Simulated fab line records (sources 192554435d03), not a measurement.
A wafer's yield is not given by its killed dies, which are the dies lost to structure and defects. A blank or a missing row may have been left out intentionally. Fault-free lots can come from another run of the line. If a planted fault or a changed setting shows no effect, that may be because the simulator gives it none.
fab line records	flow n5Finfet
[record] lots = 11	wafers = 30	lastDay = 18
route steps=1938 shown BEOL_M1@821 BEOL_M4@1111 PASSIVATION@1936
lots with no fault: from the same line, run without faults
startH: start of the lot's first displayed wafer, in hours after the record's first day	waitH: how many hours have passed since the lot's step before this one	" identical to the entry in the row above	L1.1+2: several wafers, shown together as one row	- no value present, or no start provided	* or withheld: withheld	< > ~ a bound
route shown NAME@n: NAME is a module with steps in the file, n the number in the route of the first one	usual: mean and standard deviation over wafers with no fault	same: alike in all rows	chamber/n: place in a boat	sites: per-site readings	_std_site: the values' standard deviation	_edge_site: the outer-site mean with the inner-site mean subtracted	radiusMm: for every site, how far away it sits from the centre of the wafer	mask NAME#n: copy n	behind: tool/chamber where the wafer was last shaped	hold: why the lot was held/for how many hours/how that ended	device: the n, p or np transistor that did not switch	end of line: the route-end tests of the same wafers	for a step that has no rows: nothing shown but its recipe	killed: count of dies lost to structure and defects at first sort (not the wafer's yield)	map: per-die view of a wafer (x killed, . not killed, _ where there is no die)
set.NAME: the setting the step ran with; set.NAME@STEP: the setting that earlier step ran with	model.NAME: the simulator's own value behind a step, which no gauge read
one table for each step of the route and one row for each wafer, over a sample of lots
services: from which hour (startH, from the record's first day; less than 0 if before it) a tool's chamber was out of use, for how many hours, and why
[[steps]]
[step N5_BEOL_M1_ANNEAL_87]
[recipe] tempC = 400	timeS = 240	ambient = vacuum
[usual] heaterPowerW = 819/68
lot.wafer	tool	chamber	startH	waitH	heaterPowerW
L447.2	pvdSputter-02	-	138.31	0.0	734
L447.3	"	-	"	"	1006
L447.4	"	-	"	"	827
L450.1	pvdSputter-01	-	165.14	0.0	792
L450.2	"	-	"	"	808
L450.4	"	-	"	"	835
L451.1	pvdSputter-02	-	166.76	0.0	723
L451.4	"	-	"	"	853
L451.5	"	-	"	"	789
L456.4	pvdSputter-01	-	206.93	0.0	844
L456.5	"	-	"	"	838
L456.6	"	-	"	"	760
L458.1	pvdSputter-03	-	212.08	0.0	786
L458.3	"	-	"	"	778
L458.5	"	-	"	"	758
L460.2	pvdSputter-01	-	213.38	0.0	762
L460.3	"	-	"	"	800
L460.6	"	-	"	"	770
L457.3	pvdSputter-01	-	215.22	0.0	845
L457.5	"	-	"	"	770
L457.6	"	-	"	"	787
L466.1	pvdSputter-01	-	256.20	0.0	783
L466.6	"	-	"	"	844
L467.4	pvdSputter-02	-	258.35	0.0	819
L467.5	"	-	"	"	798
L468.1	pvdSputter-01	-	267.52	0.0	790
L468.6	"	-	"	"	828
L469.1	pvdSputter-02	-	271.07	0.0	850
L469.2	"	-	"	"	727
L469.4	"	-	"	"	798
[step N5_BEOL_M1_SPUTTER_88]
[recipe] material = Cu	targetThkA = 45	tempC = -20	chamberPressurePa = 0.07	powerW = withheld	timeS = 8.29
[usual] substrateTempC = -20.01/0.1	throttleValvePct = 30.0/1.1
lot.wafer	tool	chamber	startH	waitH	substrateTempC	throttleValvePct
L447.2	pvdSputter-02	-	138.45	0.1	-20.07	31.5
L447.3	"	-	"	"	-20.07	29.6
L447.4	"	-	"	"	-20.06	30.5
L450.1	pvdSputter-01	-	165.28	0.1	-20.17	30.7
L450.2	"	-	"	"	-19.97	30.2
L450.4	"	-	"	"	-19.97	27.8
L451.1	pvdSputter-02	-	166.90	0.1	-19.94	31.6
L451.4	"	-	"	"	-19.74	30.8
L451.5	"	-	"	"	-20.11	31.7
L456.4	pvdSputter-01	-	207.07	0.1	-20.12	28.0
L456.5	"	-	"	"	-20.17	27.9
L456.6	"	-	"	"	-20.24	31.0
L458.1	pvdSputter-03	-	212.22	0.1	-20.00	30.6
L458.3	"	-	"	"	-20.09	28.7
L458.5	"	-	"	"	-20.02	28.7
L460.2	pvdSputter-01	-	213.52	0.1	-19.94	30.8
L460.3	"	-	"	"	-20.01	30.2
L460.6	"	-	"	"	-20.02	30.6
L457.3	pvdSputter-01	-	215.36	0.1	-20.02	30.4
L457.5	"	-	"	"	-20.04	30.3
L457.6	"	-	"	"	-20.13	30.6
L466.1	pvdSputter-01	-	256.34	0.1	-20.11	31.0
L466.6	"	-	"	"	-20.00	28.0
L467.4	pvdSputter-02	-	258.49	0.1	-19.94	31.2
L467.5	"	-	"	"	-20.16	31.7
L468.1	pvdSputter-01	-	267.66	0.1	-20.01	30.2
L468.6	"	-	"	"	-19.87	27.7
L469.1	pvdSputter-02	-	271.21	0.1	-19.85	30.5
L469.2	"	-	"	"	-19.87	31.6
L469.4	"	-	"	"	-19.89	31.6
[step N5_BEOL_M1_ECD_50]
[recipe] material = Cu	targetThkA = 3000
lot.wafer	tool	chamber	startH	waitH
L447.2+3+4	ecdCu-02	1,0,1	139.44	0.1
L450.1+2+4	ecdCu-01	0,1,0	166.28	0.1
L451.1+4+5	ecdCu-01	1,1,0	167.90	0.1
L456.4+5+6	ecdCu-02	0,0,1	208.09	0.1
L458.1+3+5	ecdCu-01	0	213.22	0.1
L460.2+3+6	ecdCu-02	1,1,0	214.51	0.1
L457.3+5+6	ecdCu-01	1,1,0	216.37	0.1
L466.1+6	ecdCu-02	1	257.33	0.1
L467.4+5	ecdCu-02	1,0	259.51	0.1
L468.1+6	ecdCu-02	0,1	268.66	0.1
L469.1+2+4	ecdCu-01	1,0,1	272.21	0.1
[step N5_BEOL_M1_CMP_52]
[recipe] stopOn = SiOC	tOverpolishS = 6.8	downForcePsi = 1	platenRpm = 50	clearingPlatenDownForcePsi = 1.5	clearingPlatenRpm = 50	postCmpClean = cuAlkaline	targetThkNm = 40	clearingPlatenPadVelocityMS = 0.99484	padVelocityMS = 0.99484
[usual] headPressurePsi = 1.0000/0.0024	motorCurrentA = 5.9/0.56	timeToEndpointS = 63/3.4
lot.wafer	tool	chamber	startH	waitH	headPressurePsi	motorCurrentA	timeToEndpointS
L447.2	cmp-04	0	139.86	0.2	0.9993	4.9	60
L447.3	"	1	"	"	0.9993	5.1	63
L447.4	"	2	"	"	0.9958	6.7	63
L450.4	cmp-04	2	166.66	0.1	1.0014	6.0	61
L450.2	"	3	"	"	0.9976	5.8	61
L450.1	"	0	"	"	1.0021	4.7	58
L451.4	cmp-01	3	168.41	0.2	0.9968	7.1	69
L451.1	"	0	"	"	1.0006	6.5	69
L451.5	"	3	"	"	1.0017	6.8	70
L456.4	cmp-01	2	208.48	0.2	0.9995	5.8	61
L456.5	"	1	"	"	1.0012	5.1	62
L456.6	"	2	"	"	0.9987	6.1	61
L458.1	cmp-01	0	213.67	0.3	1.0040	6.8	72
L458.3	"	1	"	"	0.9971	5.2	63
L458.5	"	3	"	"	0.9988	6.8	69
L460.3	cmp-02	3	214.93	0.2	1.0054	6.3	61
L460.2	"	0	"	"	0.9994	5.8	59
L460.6	"	2	"	"	1.0019	5.6	58
L457.3	cmp-04	1	216.73	0.2	0.9970	5.1	62
L457.5	"	1	"	"	0.9961	5.2	67
L457.6	"	2	"	"	0.9983	6.5	62
L466.1	cmp-01	2	257.95	0.3	0.9993	5.6	64
L466.6	"	2	"	"	1.0013	6.4	30
L467.4	cmp-04	3	259.94	0.2	0.9962	5.6	61
L467.5	"	1	"	"	0.9979	5.2	38
L468.1	cmp-01	2	270.38	1.6	0.9985	6.0	61
L468.6	"	2	"	"	0.9994	5.8	37
L469.1	cmp-02	1	272.59	0.3	0.9980	5.8	61
L469.2	"	3	"	"	0.9983	5.8	60
L469.4	"	0	"	"	1.0002	5.9	65
[step N5_BEOL_M1_PRE_CLEAN_60]
[recipe] gas = NH3/H2	timeS = 15	tempC = *	rfPowerW = 300
[usual] heaterPowerW = 75/14
lot.wafer	tool	chamber	startH	waitH	heaterPowerW
L447.2	cvdCo-01	2	140.15	0.0	61
L447.3	"	0	"	"	75
L447.4	"	0	"	"	77
L450.1	cvdCo-01	1	167.06	0.1	92
L450.2	"	0	"	"	77
L450.4	"	1	"	"	93
L451.1	cvdCo-02	1	168.70	0.0	85
L451.4	"	1	"	"	82
L451.5	"	0	"	"	79
L456.4	cvdCo-02	1	208.80	0.1	87
L456.5	"	0	"	"	76
L456.6	"	2	"	"	51
L458.1	cvdCo-01	1	213.93	0.0	93
L458.3	"	0	"	"	76
L458.5	"	0	"	"	77
L460.2	cvdCo-01	2	215.22	0.0	62
L460.3	"	1	"	"	93
L460.6	"	2	"	"	63
L457.3	cvdCo-01	2	217.08	0.0	62
L457.5	"	0	"	"	74
L457.6	"	1	"	"	91
L466.1	cvdCo-01	2	258.28	0.0	61
L466.6	"	2	"	"	64
L467.4	cvdCo-01	1	260.21	0.1	95
L467.5	"	2	"	"	62
L468.1	cvdCo-01	2	270.95	0.3	63
L468.6	"	2	"	"	65
L469.1	cvdCo-02	0	272.92	0.0	78
L469.2	"	2	"	"	52
L469.4	"	1	"	"	85
[step N5_BEOL_M4_RC_MEAS_101]
[usual] DIBL_N = 36.1/1.7	DIBL_P = 35.9/2.1	IOFF_N = 0.154/0.029	IOFF_P = 0.21/0.035	ION_N = 673/10	ION_P = 463/7.5	SS_N = 71.6/0.59	SS_P = 73.2/0.69	VT_N = 250.5/2.9	VT_P = -250/3.2
lot.wafer	tool	chamber	startH	waitH	DIBL_N[mV/V]	DIBL_P[mV/V]	IOFF_N[nA/um]	IOFF_P[nA/um]	ION_N[uA/um]	ION_P[uA/um]	SS_N[mV/dec]	SS_P[mV/dec]	VT_N[mV]	VT_P[mV]
L447.2	prober-01	0	173.08	0.2	39.6	38.2	0.231	0.30	687	465	71.7	74.2	244.0	-247
L447.3	"	0	"	"	37.8	35.8	0.185	0.25	672	468	72.2	74.4	250.5	-246
L447.4	"	0	"	"	38.2	36.4	0.194	0.26	683	464	72.5	73.7	248.7	-247
L450.1	prober-02	0	206.97	0.0	34.4	34.3	0.115	0.14	653	443	70.9	71.9	253.0	-259
L450.2	"	0	"	"	39.7	39.3	0.204	0.20	664	447	72.2	73.8	248.9	-254
L450.4	"	0	"	"	37.1	37.0	0.149	0.18	666	453	72.0	73.4	252.5	-256
L451.1	prober-02	0	212.08	0.0	35.8	35.7	0.138	0.22	664	461	71.4	72.8	252.6	-250
L451.4	"	0	"	"	36.5	37.4	0.160	0.24	672	469	71.9	73.1	249.0	-248
L451.5	"	0	"	"	36.2	37.3	0.155	0.24	674	466	72.1	72.9	246.5	-247
L458.1	prober-01	0	252.55	0.0	35.5	33.6	0.129	0.17	671	458	71.4	73.4	253.9	-256
L458.3	"	0	"	"	38.1	36.0	0.174	0.21	686	459	71.9	73.2	246.4	-250
L458.5	"	0	"	"	34.7	32.0	0.118	0.15	653	445	70.9	72.0	252.6	-253
L456.4	prober-02	0	252.78	0.5	35.3	35.5	0.162	0.23	678	464	71.4	74.0	251.4	-245
L456.5	"	0	"	"	35.3	35.3	0.161	0.23	677	464	70.8	73.5	250.4	-248
L456.6	"	0	"	"	32.9	32.6	0.119	0.19	666	459	70.7	71.7	253.0	-247
L457.3	prober-02	0	255.97	0.3	33.6	33.4	0.137	0.19	669	463	71.1	73.1	251.4	-253
L457.5	"	0	"	"	33.6	33.1	0.119	0.18	661	460	71.2	72.8	252.9	-253
L457.6	"	0	"	"	34.8	33.9	0.134	0.18	667	459	70.8	73.3	253.3	-252
L460.2	prober-02	0	267.96	0.2	36.9	36.6	0.160	0.22	668	460	72.4	73.3	250.9	-250
L460.3	"	0	"	"	36.1	36.0	0.148	0.20	674	460	71.6	73.1	252.0	-251
L460.6	"	0	"	"	37.9	37.5	0.186	0.22	668	456	72.3	72.8	248.8	-253
L466.1	prober-02	0	302.65	0.0	34.0	33.3	0.125	0.19	672	465	71.2	71.5	253.6	-254
L466.6	"	0	"	"	35.7	34.5	0.151	0.21	667	464	71.7	72.7	248.6	-251
L467.4	prober-02	0	306.49	0.5	36.5	35.5	0.158	0.22	676	468	71.9	72.2	247.6	-249
L467.5	"	0	"	"	35.0	33.4	0.135	0.19	677	474	71.2	72.3	251.1	-250
L468.1	prober-01	0	321.65	0.0	36.1	37.7	0.164	0.21	686	467	72.1	73.4	250.2	-251
L468.6	"	0	"	"	36.3	37.1	0.156	0.19	677	461	71.9	72.5	249.8	-250
L469.1	prober-02	0	322.26	0.1	36.6	33.7	0.141	0.17	670	458	71.2	73.6	252.5	-254
L469.2	"	0	"	"	36.2	33.5	0.131	0.17	669	457	70.7	72.3	253.5	-254
L469.4	"	0	"	"	38.7	37.3	0.171	0.21	675	456	71.6	73.7	247.2	-250
[step N5_PASSIVATION_PROBE_49]
[usual] defectLimitedYield = 91.3/1.4	killed_at_M0_to_M3 = 34/9.2	killed_at_M4_up = 13/5.3	killedAtContacts = 12/6	killedAtFrontEnd = 39/12	killedAtOther = 4/3.3	killedDies = 102/17	killedOnRim = 13/3.9	killedOpen = 67/12	killedShort = 34/7.4	sort_bin_5_function = 5.1/1	sort_bin_6_memory = 3.2/0.6	sortNPass = 1078/17	sortYieldPct = 91.3/1.4
[same] grossDies = 1180	killedAtBackSide = 0	sort_bin_4_leakage[%] = 0	sort_bin_8_speed[%] = 0
lot.wafer	tool	chamber	startH	waitH	defectLimitedYield[%]	killed_at_M0_to_M3	killed_at_M4_up	killedAtContacts	killedAtFrontEnd	killedAtOther	killedDies	killedOnRim	killedOpen	killedShort	sort_bin_5_function[%]	sort_bin_6_memory[%]	sortNPass	sortYieldPct[%]
L447.2	prober-01	-	280.84	0.1	91.2	33	15	12	37	7	104	15	75	27	5.4	3.2	1076	91.2
L447.3	prober-01	-	280.89	0.1	91.4	34	14	4	41	8	101	19	71	29	4.5	3.9	1079	91.4
L447.4	prober-01	-	280.94	0.2	91.1	27	9	8	48	13	105	12	71	34	6.1	2.5	1075	91.1
L450.1	prober-01	-	316.52	0.0	91.2	29	12	15	36	12	104	13	63	41	5.4	3.2	1076	91.2
L450.2	prober-01	-	316.57	0.1	90.3	60	2	11	38	4	115	12	78	37	5.4	4.1	1065	90.3
L450.4	prober-01	-	316.67	0.2	91.7	27	12	10	40	9	98	10	63	35	5.5	2.7	1082	91.7
L457.3	prober-01	-	362.25	0.1	93.0	31	8	15	20	9	83	9	57	25	4.6	2.2	1097	93.0
L457.5	prober-01	-	362.35	0.2	91.6	32	10	9	46	2	99	8	55	38	4.4	3.8	1081	91.6
L457.6	prober-01	-	362.40	0.3	89.5	45	13	11	48	7	124	15	81	40	5.7	4.5	1056	89.5
L458.1	prober-02	-	364.49	0.0	91.0	29	16	20	41	0	106	22	65	41	4.9	3.8	1074	91.0
L458.3	prober-02	-	364.59	0.1	89.0	27	16	26	58	3	130	15	78	49	6.9	3.7	1050	89.0
L458.5	prober-02	-	364.69	0.2	92.7	39	15	4	23	5	86	11	57	27	4.3	2.9	1094	92.7
L456.4	prober-01	-	368.93	0.2	92.5	40	10	6	30	3	89	7	54	35	4.6	2.7	1091	92.5
L456.5	prober-01	-	368.98	0.2	92.1	37	13	6	34	3	93	7	64	28	4.5	3.2	1087	92.1
L456.6	prober-01	-	369.03	0.3	92.5	32	16	7	31	2	88	12	55	32	3.8	3.4	1092	92.5
L460.2	prober-02	-	370.80	0.1	91.7	37	17	4	40	0	98	13	70	21	4.2	2.9	1082	91.7
L460.3	prober-02	-	370.85	0.1	90.3	46	4	14	49	1	114	12	81	23	4.7	4.1	1066	90.3
L460.6	prober-02	-	371.00	0.3	92.3	41	15	9	25	1	91	13	66	25	5.2	2.5	1089	92.3
L469.1	prober-01	-	435.23	0.0	94.3	19	19	5	19	5	67	7	50	16	3.0	2.6	1113	94.3
L469.2	prober-01	-	435.28	0.1	91.3	42	19	7	32	3	103	13	83	20	5.9	2.6	1077	91.3
L469.4	prober-01	-	435.38	0.2	91.5	41	18	6	29	6	100	10	64	35	4.8	3.4	1080	91.5
// killed by level:class
L447.2 BEOL_M2:geometricParticle:open=12 MOL_CONTACT_COAG:geometricParticle:open=10 BEOL_M3:geometricParticle:open=7 STI_FIN_REVEAL:geometricParticle:open=6 DUMMY_GATE:geometricParticle:open=5 SPACER0:geometricParticle:open=5 STARTING-WAFER:geometricParticle:open=5 BEOL_M4:geometricParticle:open=5
L447.3 STI_FIN_REVEAL:geometricParticle:open=15 FIN_SAQP:geometricParticle:open=9 BEOL_M2:geometricParticle:open=8 BEOL_M0_SAQP:geometricParticle:short=6 BEOL_M0_SAQP:geometricParticle:open=6 BEOL_M4:geometricParticle:open=6 FIN_SAQP:geometricParticle:short=5 GATE_CUT:geometricParticle:short=5
L447.4 STI_FIN_REVEAL:geometricParticle:open=15 BEOL_M3:geometricParticle:open=10 FIN_SAQP:geometricParticle:short=9 FIN_SAQP:geometricParticle:open=8 MOL_CONTACT_COAG:geometricParticle:open=6 BEOL_M0:geometricParticle:open=4 BEOL_M2:geometricParticle:short=4 STI_FIN_REVEAL:geometricParticle:short=3
L450.1 FIN_SAQP:geometricParticle:short=12 MOL_CONTACT_COAG:geometricParticle:open=12 FIN_SAQP:geometricParticle:open=7 BEOL_M0_SAQP:geometricParticle:short=7 BEOL_M0_SAQP:geometricParticle:open=7 BEOL_M3:geometricParticle:open=6 BEOL_M4:geometricParticle:open=5 STI_FIN_REVEAL:geometricParticle:open=4
L450.2 FIN_SAQP:geometricParticle:open=15 BEOL_M0_SAQP:geometricParticle:open=15 BEOL_M2:geometricParticle:open=12 FIN_SAQP:geometricParticle:short=10 MOL_CONTACT_COAG:geometricParticle:open=8 BEOL_M1:geometricParticle:open=8 BEOL_M0_SAQP:geometricParticle:short=5 BEOL_M0:geometricParticle:open=5
L450.4 FIN_SAQP:geometricParticle:open=14 FIN_SAQP:geometricParticle:short=7 MOL_CONTACT_COAG:geometricParticle:open=7 BEOL_M0_SAQP:geometricParticle:open=6 BEOL_M0_SAQP:geometricParticle:short=6 STI_FIN_REVEAL:geometricParticle:open=4 DUMMY_GATE:geometricParticle:open=4 BEOL_M1:geometricParticle:open=4
L457.3 MOL_CONTACT_COAG:geometricParticle:open=11 BEOL_M1:geometricParticle:open=8 BEOL_M2:geometricParticle:open=8 DUMMY_GATE:geometricParticle:open=5 GATE_CUT:geometricParticle:short=5 BEOL_M0_SAQP:geometricParticle:short=5 PASS1_DEP:geometricParticle:open=5 MOL_CONTACT_COAG:geometricParticle:short=4
L457.5 BEOL_M0_SAQP:geometricParticle:short=11 BEOL_M1:geometricParticle:open=10 STI_FIN_REVEAL:geometricParticle:open=8 FIN_SAQP:geometricParticle:short=6 FIN_SAQP:geometricParticle:open=6 GATE_CUT:geometricParticle:open=5 MOL_CONTACT_COAG:geometricParticle:open=5 DUMMY_GATE:geometricParticle:open=4
L457.6 BEOL_M1:geometricParticle:open=17 FIN_SAQP:geometricParticle:short=10 FIN_SAQP:geometricParticle:open=10 GATE_CUT:geometricParticle:open=8 BEOL_M0_SAQP:geometricParticle:open=8 BEOL_M4:geometricParticle:open=7 MOL_CONTACT_COAG:geometricParticle:open=6 MOL_CONTACT_COAG:geometricParticle:short=5
L458.1 MOL_CONTACT_COAG:geometricParticle:open=16 FIN_SAQP:geometricParticle:short=11 FIN_SAQP:geometricParticle:open=11 BEOL_M0_SAQP:geometricParticle:short=11 BEOL_M0_SAQP:geometricParticle:open=9 STI_FIN_REVEAL:geometricParticle:open=6 BEOL_M4:geometricParticle:open=6 MOL_CONTACT_COAG:geometricParticle:short=4
L458.3 FIN_SAQP:geometricParticle:open=30 MOL_CONTACT_COAG:geometricParticle:open=20 FIN_SAQP:geometricParticle:short=17 BEOL_M4:geometricParticle:open=9 BEOL_M0_SAQP:geometricParticle:short=7 MOL_CONTACT_COAG:geometricParticle:short=6 BEOL_M0_SAQP:geometricParticle:open=5 GATE_CUT:geometricParticle:short=4
L458.5 BEOL_M1:geometricParticle:open=12 FIN_SAQP:geometricParticle:open=10 FIN_SAQP:geometricParticle:short=8 BEOL_M0_SAQP:geometricParticle:open=8 BEOL_M4:geometricParticle:open=7 BEOL_M0_SAQP:geometricParticle:short=6 BEOL_M3:geometricParticle:open=6 BEOL_M2:geometricParticle:open=4
L456.4 BEOL_M3:geometricParticle:open=17 FIN_SAQP:geometricParticle:short=10 MOL_CONTACT_COAG:geometricParticle:open=5 BEOL_M0_SAQP:geometricParticle:open=5 GATE_CUT:geometricParticle:short=4 BEOL_M0:geometricParticle:short=4 BEOL_M2:geometricParticle:open=4 BEOL_M3:geometricParticle:short=4
L456.5 BEOL_M3:geometricParticle:open=16 BEOL_M2:geometricParticle:open=8 STI_FIN_REVEAL:geometricParticle:open=6 MOL_CONTACT_COAG:geometricParticle:open=6 STARTING-WAFER:geometricParticle:short=6 BEOL_M4:geometricParticle:open=5 STARTING-WAFER:geometricParticle:open=4 BEOL_M1:geometricParticle:open=4
L456.6 BEOL_M3:geometricParticle:open=9 BEOL_M0_SAQP:geometricParticle:short=8 STI_FIN_REVEAL:geometricParticle:open=6 BEOL_M0_SAQP:geometricParticle:open=6 MOL_CONTACT_COAG:geometricParticle:open=6 GATE_CUT:geometricParticle:short=5 STARTING-WAFER:geometricParticle:open=5 BEOL_M4:geometricParticle:open=4
L460.2 BEOL_M2:geometricParticle:open=12 BEOL_M3:geometricParticle:open=11 BEOL_M4:geometricParticle:open=9 FIN_SAQP:geometricParticle:short=8 BEOL_M0_SAQP:geometricParticle:open=7 HKMG_FIN:areaEtch=6 FIN_SAQP:geometricParticle:open=4 STI_FIN_REVEAL:geometricParticle:open=4
L460.3 BEOL_M3:geometricParticle:open=23 STI_FIN_REVEAL:geometricParticle:open=14 MOL_CONTACT_COAG:geometricParticle:open=9 DUMMY_GATE:geometricParticle:open=9 BEOL_M0_SAQP:geometricParticle:open=9 HKMG_FIN:areaEtch=8 BEOL_M0_SAQP:geometricParticle:short=5 DUMMY_GATE:geometricParticle:short=4
L460.6 BEOL_M3:geometricParticle:open=19 MOL_CONTACT_COAG:geometricParticle:open=8 BEOL_M1:geometricParticle:open=6 STI_FIN_REVEAL:geometricParticle:short=5 STI_FIN_REVEAL:geometricParticle:open=5 BEOL_M0_SAQP:geometricParticle:open=5 BEOL_M4:geometricParticle:open=5 DUMMY_GATE:geometricParticle:open=4
L469.1 BEOL_M4:geometricParticle:open=11 STI_FIN_REVEAL:geometricParticle:open=7 BEOL_M3:geometricParticle:open=6 DUMMY_GATE:geometricParticle:open=4 MOL_CONTACT_COAG:geometricParticle:open=4 BEOL_M0_SAQP:geometricParticle:short=3 BEOL_M1:geometricParticle:short=3 BEOL_M2:geometricParticle:open=3
L469.2 BEOL_M3:geometricParticle:open=14 STI_FIN_REVEAL:geometricParticle:open=11 BEOL_M4:geometricParticle:open=11 BEOL_M2:geometricParticle:open=9 FIN_SAQP:geometricParticle:open=8 MOL_CONTACT_COAG:geometricParticle:open=7 BEOL_M0_SAQP:geometricParticle:short=5 BEOL_M6:geometricParticle:open=4
L469.4 BEOL_M0_SAQP:geometricParticle:open=11 BEOL_M2:geometricParticle:open=10 BEOL_M0_SAQP:geometricParticle:short=10 STI_FIN_REVEAL:geometricParticle:open=5 BEOL_M1:geometricParticle:open=5 BEOL_M4:geometricParticle:open=5 DUMMY_GATE:geometricParticle:open=4 ILD0:geometricParticle:short=4
[[services]]
tool	chamber	startH	hours	kind
cvdCo-01	1	114.67	-	clean
cvdCo-01	1	114.67	22.0	scheduledDown
cvdCo-01	1	114.67	22.0	ventCycle
cmp-04	-	119.12	2.0	repair
cmp-02	-	132.15	1.1	repair
cvdCo-02	0	136.22	2.3	repair
cvdCo-02	-	154.28	1.4	repair
cvdCo-02	-	155.69	6.9	pm
cmp-01	-	176.62	2.9	repair
cvdCo-02	-	178.38	0.4	repair
pvdSputter-01	-	182.92	8.3	repair
ecdCu-01	-	210.21	0.5	repair
cmp-04	-	231.82	1.6	repair
cmp-02	-	233.52	6.2	pm
cvdCo-02	0	248.61	5.7	repair
cvdCo-01	-	250.17	1.0	repair
cmp-02	-	256.17	4.0	pm
cmp-02	-	260.17	-	consumableReplace:conditioner
cmp-02	-	260.17	-	consumableReplace:pad
cmp-04	-	266.31	4.0	pm
cvdCo-02	-	269.89	2.8	pm
cmp-04	-	270.31	-	consumableReplace:conditioner
cmp-04	-	270.31	-	consumableReplace:pad
[[key]]
[firstSign] step = N5_BEOL_M1_CMP_52	reading = timeToEndpointS	direction = down	sigmas = 8.1	usual = *	struck = *
effect none on later readings
metAt N5_BEOL_M1_ECD_50
struckLots L466,L467,L468
struckWafers L466.6,L467.5,L468.6
notActingAt N5_BEOL_M1_ANNEAL_87,N5_BEOL_M1_SPUTTER_88,N5_BEOL_M1_PRE_CLEAN_60
onsetBetween 214.51 257.33
[fault] kind = processParameterDrift	tool = ecdCu-02	chamber = -	onsetH = 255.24	steps = N5_BEOL_M1_ECD_50	channel = targetThkA	offset = *	shape = step	endH = 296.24	scope = struckWafersOnly	actsIn = *	stated = *
